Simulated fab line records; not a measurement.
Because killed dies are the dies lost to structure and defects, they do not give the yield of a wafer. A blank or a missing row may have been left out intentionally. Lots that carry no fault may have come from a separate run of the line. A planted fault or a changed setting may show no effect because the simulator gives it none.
Chamber matching / flow n5 finfet / N5_BEOL_M15_ETCH_59 on rie diel-04 has 4 sister chambers
The step etches BARC in N2/H2, target depth 89 nm, overetch 26.7 nm, time 67.9 s. 8 wafers are shown with their chamber, then 9 later ones without.

WAFERS, EACH WITH ITS CHAMBER
wafer=L075.6; chamber=3; drypump motor current A (A)=6.5; showerhead plenum p Torr (Torr)=2.53
wafer=L082.1; chamber=2; drypump motor current A (A)=6.5; showerhead plenum p Torr (Torr)=2.51
wafer=L082.3; chamber=0; drypump motor current A (A)=5.4; showerhead plenum p Torr (Torr)=2.68
wafer=L085.4; chamber=2; drypump motor current A (A)=6.5; showerhead plenum p Torr (Torr)=2.51
wafer=L085.6; chamber=1; drypump motor current A (A)=6.3; showerhead plenum p Torr (Torr)=2.53
wafer=L090.1; chamber=1; drypump motor current A (A)=6.2; showerhead plenum p Torr (Torr)=2.53
wafer=L090.2; chamber=0; drypump motor current A (A)=5.5; showerhead plenum p Torr (Torr)=2.67
wafer=L090.4; chamber=3; drypump motor current A (A)=6.5; showerhead plenum p Torr (Torr)=2.52

WAFERS WITH NO CHAMBER GIVEN
wafer=L091.1; drypump motor current A (A)=6.2; showerhead plenum p Torr (Torr)=2.52
wafer=L091.2; drypump motor current A (A)=5.5; showerhead plenum p Torr (Torr)=2.67
wafer=L091.4; drypump motor current A (A)=5.5; showerhead plenum p Torr (Torr)=2.67
wafer=L092.1; drypump motor current A (A)=5.4; showerhead plenum p Torr (Torr)=2.67
wafer=L092.2; drypump motor current A (A)=6.5; showerhead plenum p Torr (Torr)=2.51
wafer=L092.6; drypump motor current A (A)=6.5; showerhead plenum p Torr (Torr)=2.51
wafer=L096.1; drypump motor current A (A)=5.4; showerhead plenum p Torr (Torr)=2.66
wafer=L096.5; drypump motor current A (A)=5.4; showerhead plenum p Torr (Torr)=2.66
wafer=L096.6; drypump motor current A (A)=6.5; showerhead plenum p Torr (Torr)=2.51

THE CHAMBER EACH PASSED THROUGH
wafer=L091.1; from the rows above=1; in truth=1
wafer=L091.2; from the rows above=0; in truth=0
wafer=L091.4; from the rows above=0; in truth=0
wafer=L092.1; from the rows above=0; in truth=0
wafer=L092.2; from the rows above=2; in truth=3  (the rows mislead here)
wafer=L092.6; from the rows above=2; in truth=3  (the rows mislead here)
wafer=L096.1; from the rows above=0; in truth=0
wafer=L096.5; from the rows above=0; in truth=0
wafer=L096.6; from the rows above=2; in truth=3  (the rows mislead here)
6 of 9 placed correctly. Number that these rows cannot place: 0. Placed wrongly: 3.
How it was worked out, from the rows above alone: a wafer's distance from a chamber is the root of the sum, over the readings, of the square of ((its reading less the chamber's mean) divided by the reading's scatter). The wafer belongs to the nearest chamber; if the next one is less than 2 further off, it can't be placed. Each chamber's mean is taken over the wafers shown for it. The scatter is the square root of a quotient: the sum, over the shown wafers, of each reading's squared deviation from its chamber's mean, divided by wafers minus chambers.
